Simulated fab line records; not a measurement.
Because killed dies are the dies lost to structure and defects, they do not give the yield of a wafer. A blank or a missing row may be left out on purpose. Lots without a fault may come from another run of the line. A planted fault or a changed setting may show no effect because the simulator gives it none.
Which tool was responsible?    flow n5-finfet    10 lots, 30 wafers sampled, at 5 steps of a route of 1938

WHAT THE GAUGES READ, wafer by wafer
N5_SD_EPI_N_INSPECT_26: inspects for defects (darkfield).
lot   measured     on                 raw-defect-count
L251  day 3 18:07  defect-inspect-02  215 179 243
L252  day 4 01:51  defect-inspect-01  171 183 255
L253  day 4 03:23  defect-inspect-01  144 219 139
L258  day 5 13:31  defect-inspect-01  184 167 205
L259  day 5 18:40  defect-inspect-01  219 182 203
L264  day 7 00:45  defect-inspect-02  218 217 268
L265  day 7 05:11  defect-inspect-02  259 309 254
L266  day 7 13:47  defect-inspect-02  126 154 147
L269  day 8 04:29  defect-inspect-01  209 188 219
L271  day 8 19:09  defect-inspect-02  187 225 191

N5_ILD0_THK_MEAS_04.
lot   measured     on             thk-nm (nm)
L251  day 4 01:46  film-metro-02  197.9 198.1 198.0
L252  day 4 09:31  film-metro-01  197.3 197.4 197.6
L253  day 4 11:12  film-metro-02  199.1 197.1 197.2
L258  day 5 21:11  film-metro-02  198.8 198.1 199.6
L259  day 6 02:29  film-metro-01  197.0 198.4 196.6
L264  day 7 08:33  film-metro-02  198.2 198.5 198.1
L265  day 7 12:48  film-metro-01  197.8 198.3 196.7
L266  day 7 21:41  film-metro-01  196.0 197.9 196.9
L269  day 8 12:11  film-metro-01  198.7 196.8 198.4
L271  day 9 03:02  film-metro-01  196.0 197.5 197.3

N5_ILD0_INSPECT_06: inspects for defects (darkfield).
lot   measured     on                 raw-defect-count
L251  day 4 05:30  defect-inspect-02  30 37 39
L252  day 4 13:05  defect-inspect-02  23 24 30
L253  day 4 14:46  defect-inspect-02  18 45 50
L258  day 6 00:47  defect-inspect-01  36 34 33
L259  day 6 06:04  defect-inspect-01  33 59 52
L264  day 7 12:07  defect-inspect-01  69 34 23
L265  day 7 16:22  defect-inspect-01  23 34 29
L266  day 8 01:26  defect-inspect-01  27 55 42
L269  day 8 15:46  defect-inspect-01  23 47 32
L271  day 9 06:49  defect-inspect-01  55 52 50

N5_BEOL_M4_RC_MEAS_101.
lot   measured      on         DIBL_N (mV/V)   DIBL_P (mV/V)   IOFF_N (nA/um)     IOFF_P (nA/um)  ION_N (uA/um)  ION_P (uA/um)  SS_N (mV/dec)   SS_P (mV/dec)   VT_N (mV)          VT_P (mV)
L251  day 8 14:34   prober-02  36.8 37.5 38.1  36.5 36.5 37.9  0.161 0.173 0.186  0.26 0.25 0.29  684 680 689    479 475 482    71.6 72.0 71.9  73.5 73.7 73.7  249.2 247.9 245.9  -243 -248 -244
L252  day 8 18:02   prober-01  36.1 37.7 35.5  37.5 39.1 36.7  0.159 0.190 0.152  0.23 0.27 0.22  674 678 677    469 469 471    71.1 71.6 71.4  73.0 73.6 73.6  248.9 249.7 253.0  -247 -248 -252
L253  day 8 20:10   prober-01  37.6 37.0 36.0  36.9 35.2 35.0  0.182 0.159 0.147  0.29 0.25 0.25  679 663 675    470 466 472    71.9 72.1 71.5  72.8 73.0 72.7  247.3 249.2 251.0  -242 -245 -243
L258  day 10 00:04  prober-02  33.7 35.0 35.0  34.2 37.2 36.4  0.114 0.146 0.137  0.14 0.18 0.17  642 671 670    441 453 453    71.0 71.8 71.4  72.4 72.6 73.4  256.7 250.6 253.7  -258 -256 -256
L259  day 10 17:21  prober-02  36.8 34.4 36.3  36.6 33.9 36.0  0.161 0.132 0.153  0.23 0.19 0.23  678 672 672    466 465 460    71.1 70.5 71.6  73.2 72.3 73.4  252.8 252.3 251.1  -248 -247 -249
L264  day 11 10:32  prober-01  37.3 38.3 36.1  38.5 39.0 36.6  0.196 0.204 0.161  0.24 0.25 0.22  682 694 687    462 464 469    71.8 71.9 70.9  74.2 74.2 74.0  245.1 244.8 248.7  -249 -248 -249
L265  day 12 08:54  prober-02  38.2 35.8 35.6  39.0 36.5 35.4  0.202 0.160 0.148  0.26 0.21 0.19  680 660 676    470 454 460    71.1 71.4 71.3  73.4 72.9 73.3  245.6 248.4 250.4  -246 -249 -252
L266  day 12 12:41  prober-02  36.8 36.8 37.8  38.5 38.7 40.1  0.174 0.182 0.198  0.21 0.24 0.25  686 684 688    462 470 467    71.9 71.7 72.4  73.5 73.6 73.6  247.8 248.8 244.6  -251 -248 -246
L269  day 12 18:17  prober-02  37.8 35.1 34.4  39.6 36.1 35.9  0.191 0.142 0.128  0.22 0.17 0.17  679 671 656    457 448 454    71.9 71.0 70.8  74.2 73.7 73.8  247.5 251.1 255.7  -252 -258 -254
L271  day 13 21:52  prober-02  37.4 35.0 37.4  36.8 33.4 36.2  0.154 0.117 0.156  0.21 0.16 0.20  669 668 664    464 456 455    71.8 71.4 71.9  73.0 72.8 73.4  251.2 254.7 252.8  -249 -253 -249

EACH LOT AND THE TOOL THAT RAN IT (in order: tool; ch and the chambers of the sampled wafers; start)
lot   N5_ILD0_CMP_12
L251  cmp-04 ch 2,3, day 4 05:11
L252  cmp-04 ch 0,2, day 4 12:47
L253  cmp-01 ch 1,2,3, day 4 14:26
L258  cmp-04 ch 0,1,2, day 6 00:31
L259  cmp-04 ch 1,2,3, day 6 05:50
L264  cmp-01 ch 0,2,3, day 7 11:47
L265  cmp-03 ch 0,2,3, day 7 16:05
L266  cmp-01 ch 1,2,3, day 8 01:11
L269  cmp-01 ch 0,1,3, day 8 15:27
L271  cmp-03 ch 0,2, day 9 06:29
- N5_ILD0_CMP_12: polishes SiNx, stops on poly-Si, t overpolish 6 s, target thk 17.67 nm.

WHAT THE TOOLS THEMSELVES READ (means of the sampled wafers that have a number; where no wafer has one, the mark that the record gives instead)
N5_ILD0_CMP_12.
lot   tool    motor-current-A (A)  overpolish-run-s (s)  pad-life-wafers  retaining-ring-pressure-frac  time-to-endpoint-s (s)
L251  cmp-04  9.5                  5.995                 252              1.002                         27.9
L252  cmp-04  10.0                 6.011                 326              1.005                         29.2
L253  cmp-01  8.7                  6.000                 1046             1.000                         30.3
L258  cmp-04  9.1                  5.998                 596              0.999                         56.6
L259  cmp-04  9.4                  5.994                 638              0.999                         56.0
L264  cmp-01  8.6                  6.005                 1634             0.997                         27.5
L265  cmp-03  9.5                  5.986                 122              1.000                         27.7
L266  cmp-01  8.3                  6.002                 1754             1.000                         26.8
L269  cmp-01  8.2                  6.001                 1885             1.003                         31.3
L271  cmp-03  9.4                  5.993                 421              0.998                         27.0

THE ANSWER, worked out from the rows above alone
Rule: usual is defined by the lots themselves. Put in order of their means at a reading, lots are off if they are a third of the lots or fewer, leave a main group of 4 or more, and stand apart from it by a gap of 3 or more times the standard deviation of the main group's means; of several such gaps the widest counts. The tables above print the reading to a certain number of digits; a main group whose means all agree to those digits is not used. Also off: a lot with no number at a reading for which 4 or more lots have one. The other lots that the step has rows for count as sound. After the gauges, taken in route order, come the tools' own readings; for these a lot's mean is taken, as printed above. At the first step where some lot is off, the reading lying furthest off is the one used; lots without a number count as furthest.
Off at N5_ILD0_CMP_12 (time-to-endpoint-s): L258, L259. The main group has a mean of 28.5 s with a standard deviation of 1.5.
If a tool, at that step or one of the process steps before it, ran each lot that is off and ran no sound lot following the first of them, it fits. One candidate fits, namely cmp-04 at N5_ILD0_CMP_12. A fault onset in the window from L252 (day 4 12:47, its last sound lot) to L258 (day 6 00:31, its first lot off) fits.
On the lots that are off, the tool's own readings at N5_ILD0_CMP_12 differ by more than 5 times the standard deviation of the sound lots' means, which bears it out; time-to-endpoint-s reads 56.3 s there versus 28.5 s on the sound lots.

WHAT HAD BEEN PUT IN BY THE SIMULATOR
Process parameters drifting: cmp-04 at N5_ILD0_CMP_12, beginning at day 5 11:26. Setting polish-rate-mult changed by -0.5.
Struck lots among those shown: L258, L259. Same finding as the rule above.
